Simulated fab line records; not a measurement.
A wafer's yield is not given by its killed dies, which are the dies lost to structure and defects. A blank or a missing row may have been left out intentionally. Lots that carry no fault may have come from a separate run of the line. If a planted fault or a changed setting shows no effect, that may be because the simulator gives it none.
A single fault, viewed from 2 desks | flow nand harc | numbers are kept per desk, each desk with only its own; the story behind them comes last

FOR THE TOOL OWNER'S DESK: rie diel-13
The tool's own readings at NHARC_A_M1_ETCH_28 (etches the open film in CF4/N2, target depth 30 nm, time 72.99 s): means of the sampled wafers that have a number, for each lot that ran on this tool. Marked OUT: a lot whose mean sits more than 4 standard deviations from the usual mean, which makes it out of limits; the brackets give that distance.
Columns: A = drypump motor current A at NHARC_A_M1_ETCH_28, usual 5.7 A; B = oes product au at NHARC_A_M1_ETCH_28, usual 1.001 a.u.; C = rf vpp V at NHARC_A_M1_ETCH_28, usual 313.4 V; D = run length s at NHARC_A_M1_ETCH_28, usual 94.5 s; E = showerhead plenum p Torr at NHARC_A_M1_ETCH_28, usual 2.58 Torr; F = throttle valve pct at NHARC_A_M1_ETCH_28, usual 19.794 %
lot  | first seen here | A   | B     | C     | D              | E    | F
L858 | day 23 07:41    | 6.3 | 1.000 | 315.0 | 94.9           | 2.66 | 19.797
L861 | day 24 01:26    | 6.1 | 0.992 | 314.2 | 94.5           | 2.64 | 19.789
L863 | day 24 09:44    | 5.7 | 1.011 | 313.3 | 94.8           | 2.56 | 19.794
L868 | day 28 02:14    | 5.9 | 1.012 | 313.1 | 94.7           | 2.59 | 19.795
L874 | day 30 11:40    | 5.9 | 0.997 | 314.0 | 89.4 (-13) OUT | 2.59 | 19.805
This desk's verdict: out of limits on L874, starting with L874 at day 30 11:40 (run length s at NHARC_A_M1_ETCH_28). L858, L861, L863, L868 stayed within limits.

METROLOGY DESK
Lot by lot, what the gauges showed, no matter which tool ran the lot: averages of those sampled wafers that carry a number. Marked OUT: a lot whose mean sits more than 4 standard deviations from the usual mean, which makes it out of limits; the brackets give that distance.
Columns: A = thk nm at NHARC_A_M0_THK_MEAS_24, usual 113.4 nm; B = overlay x nm at NHARC_A_M1_OVL_MEAS_10, usual -0.1 nm; C = overlay y nm at NHARC_A_M1_OVL_MEAS_10, usual 0.1 nm
lot  | first seen here | A     | B    | C
L858 | day 23 05:20    | 113.6 | 0.9  | -1.3
L860 | day 23 19:20    | 113.0 | 0.3  | 0.6
L861 | day 23 21:32    | 112.9 | 0.4  | -0.2
L862 | day 24 00:38    | 113.1 | 0.9  | -0.5
L863 | day 24 07:23    | 114.9 | 0.3  | 0.3
L864 | day 25 20:13    | 112.0 | 1.1  | 0.1
L866 | day 26 21:15    | 111.1 | -0.0 | -0.3
L868 | day 27 23:59    | 113.5 | -2.4 | 0.8
L871 | day 28 07:46    | 112.2 | -1.6 | 1.0
L874 | day 30 09:15    | 113.3 | 0.5  | -1.2
L879 | day 31 07:43    | 113.6 | -1.3 | -0.1
L881 | day 32 13:44    | 114.8 | -0.3 | -0.3
This desk's finding: nothing out of limits on any of the 12 lots.

ALL TOGETHER
At day 30 11:40, on L874, the tool owner's desk was in a position to raise an alarm.
Metrology desk: nothing out of limits seen.
The metrology desk holds a record of L874, inside its limits.
All the named lots went through NHARC_A_M1_ETCH_28 on rie diel-13.

WHAT HAD BEEN PUT IN BY THE SIMULATOR
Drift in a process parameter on rie diel-13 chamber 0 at NHARC_A_M1_ETCH_28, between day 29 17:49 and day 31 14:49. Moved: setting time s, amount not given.
Struck lots among those shown: L874.
Delay in hours, fault start to first out-of-limits reading, by desk: the tool owner's desk at 18.
